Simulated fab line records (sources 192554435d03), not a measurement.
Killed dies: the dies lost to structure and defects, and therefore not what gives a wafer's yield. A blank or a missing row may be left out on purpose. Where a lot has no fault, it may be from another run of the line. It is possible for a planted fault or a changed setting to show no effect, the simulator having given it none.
Split-lot study :: flow n5-finfet :: on a route of 1938 steps: 7 lots, 21 wafers read

== ON THE SPLIT ==
At N5_ZERO_LAYER_PECVD_02 (deposits SiO2 from SiH4/N2O, target thk 10 nm, time 6 s), the setting time-s was moved away from the recipe's 6 s on 7 of the 21 wafers read, by -10.8% to +8.0%. All remaining wafers had this setting at the recipe value.

Reading taken at the split's own step.

== THE READING ==
SiO2_of_ZERO_LAYER_PECVD_02.thk-nm (the simulator's own value, which no gauge read), in nm, at N5_ZERO_LAYER_PECVD_02 (deposits SiO2 from SiH4/N2O, target thk 10 nm, time 6 s). The file gives no usual value for it. Here, 14 wafers ran the recipe; their average is 9.942 nm with a standard deviation of 0.13 nm.

wafer: L078.1
tool, chamber at the split: pecvd-02, 2
time-s as run, s: 5.488
against the recipe: -8.5%
SiO2_of_ZERO_LAYER_PECVD_02.thk-nm, nm: 8.93
against lot-mates on the recipe: -1.090

wafer: L078.2
tool, chamber at the split: pecvd-02, 0
time-s as run, s: 5.488
against the recipe: -8.5%
SiO2_of_ZERO_LAYER_PECVD_02.thk-nm, nm: 9.242
against lot-mates on the recipe: -0.778

wafer: L078.3
tool, chamber at the split: pecvd-02, 1
time-s as run, s: 6
against the recipe: recipe
SiO2_of_ZERO_LAYER_PECVD_02.thk-nm, nm: 10.02
against lot-mates on the recipe: -

wafer: L079.1
tool, chamber at the split: pecvd-01, 2
time-s as run, s: 5.535
against the recipe: -7.8%
SiO2_of_ZERO_LAYER_PECVD_02.thk-nm, nm: 9.161
against lot-mates on the recipe: -0.726

wafer: L079.3
tool, chamber at the split: pecvd-01, 1
time-s as run, s: 5.535
against the recipe: -7.8%
SiO2_of_ZERO_LAYER_PECVD_02.thk-nm, nm: 9.291
against lot-mates on the recipe: -0.596

wafer: L079.4
tool, chamber at the split: pecvd-01, 1
time-s as run, s: 6
against the recipe: recipe
SiO2_of_ZERO_LAYER_PECVD_02.thk-nm, nm: 9.887
against lot-mates on the recipe: -

wafer: L081.2
tool, chamber at the split: pecvd-03, 1
time-s as run, s: 6
against the recipe: recipe
SiO2_of_ZERO_LAYER_PECVD_02.thk-nm, nm: 9.909
against lot-mates on the recipe: -

wafer: L081.5
tool, chamber at the split: pecvd-03, 2
time-s as run, s: 6
against the recipe: recipe
SiO2_of_ZERO_LAYER_PECVD_02.thk-nm, nm: 10.09
against lot-mates on the recipe: -

wafer: L081.6
tool, chamber at the split: pecvd-03, 1
time-s as run, s: 6
against the recipe: recipe
SiO2_of_ZERO_LAYER_PECVD_02.thk-nm, nm: 9.936
against lot-mates on the recipe: -

wafer: L085.2
tool, chamber at the split: pecvd-01, 2
time-s as run, s: 5.354
against the recipe: -10.8%
SiO2_of_ZERO_LAYER_PECVD_02.thk-nm, nm: 8.81
against lot-mates on the recipe: -1.092

wafer: L085.4
tool, chamber at the split: pecvd-01, 2
time-s as run, s: 6
against the recipe: recipe
SiO2_of_ZERO_LAYER_PECVD_02.thk-nm, nm: 9.929
against lot-mates on the recipe: -

wafer: L085.6
tool, chamber at the split: pecvd-01, 0
time-s as run, s: 6
against the recipe: recipe
SiO2_of_ZERO_LAYER_PECVD_02.thk-nm, nm: 9.876
against lot-mates on the recipe: -

wafer: L087.1
tool, chamber at the split: pecvd-03, 1
time-s as run, s: 6
against the recipe: recipe
SiO2_of_ZERO_LAYER_PECVD_02.thk-nm, nm: 9.705
against lot-mates on the recipe: -

wafer: L087.2
tool, chamber at the split: pecvd-03, 1
time-s as run, s: 6.481
against the recipe: +8.0%
SiO2_of_ZERO_LAYER_PECVD_02.thk-nm, nm: 10.57
against lot-mates on the recipe: +0.865

wafer: L087.4
tool, chamber at the split: pecvd-03, 1
time-s as run, s: 6.481
against the recipe: +8.0%
SiO2_of_ZERO_LAYER_PECVD_02.thk-nm, nm: 10.79
against lot-mates on the recipe: +1.085

wafer: L091.1
tool, chamber at the split: pecvd-02, 2
time-s as run, s: 6
against the recipe: recipe
SiO2_of_ZERO_LAYER_PECVD_02.thk-nm, nm: 9.701
against lot-mates on the recipe: -

wafer: L091.2
tool, chamber at the split: pecvd-02, 0
time-s as run, s: 6
against the recipe: recipe
SiO2_of_ZERO_LAYER_PECVD_02.thk-nm, nm: 9.892
against lot-mates on the recipe: -

wafer: L091.4
tool, chamber at the split: pecvd-02, 2
time-s as run, s: 6
against the recipe: recipe
SiO2_of_ZERO_LAYER_PECVD_02.thk-nm, nm: 10.06
against lot-mates on the recipe: -

wafer: L097.1
tool, chamber at the split: pecvd-02, 1
time-s as run, s: 6
against the recipe: recipe
SiO2_of_ZERO_LAYER_PECVD_02.thk-nm, nm: 9.964
against lot-mates on the recipe: -

wafer: L097.2
tool, chamber at the split: pecvd-02, 0
time-s as run, s: 6
against the recipe: recipe
SiO2_of_ZERO_LAYER_PECVD_02.thk-nm, nm: 10.2
against lot-mates on the recipe: -

wafer: L097.4
tool, chamber at the split: pecvd-02, 2
time-s as run, s: 6
against the recipe: recipe
SiO2_of_ZERO_LAYER_PECVD_02.thk-nm, nm: 10.02
against lot-mates on the recipe: -

THE FIT
A straight line over all 21 wafers: SiO2_of_ZERO_LAYER_PECVD_02.thk-nm changes by +0.0971 nm for each +1% of time-s; r = +0.96; the points scatter about the line by 0.13 nm.
The same after taking each lot's own level away (the mean of its wafers on the recipe; 21 wafers): +0.106 nm for each +1%; r = +0.98; scatter 0.12 nm.
That fit puts the effect of the largest move of time-s on the reading at 1.1 nm.
Across the lots, their own levels run from 9.7050 to 10.0613 nm, a range of 2.7 times the standard deviation given above.
The two slopes agree, so the slope changes little with the lot-to-lot level.
Check: for one of the wafers moved furthest among these (-10.8%), held out of the fit, the line's prediction against its lot-mates is -1.13 nm. Against them it came out at -1.09 nm.

== FILE'S OWN FIT ==
SiO2_of_ZERO_LAYER_PECVD_02.thk-nm changes by +0.104 nm for each +1% of time-s, r = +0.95.
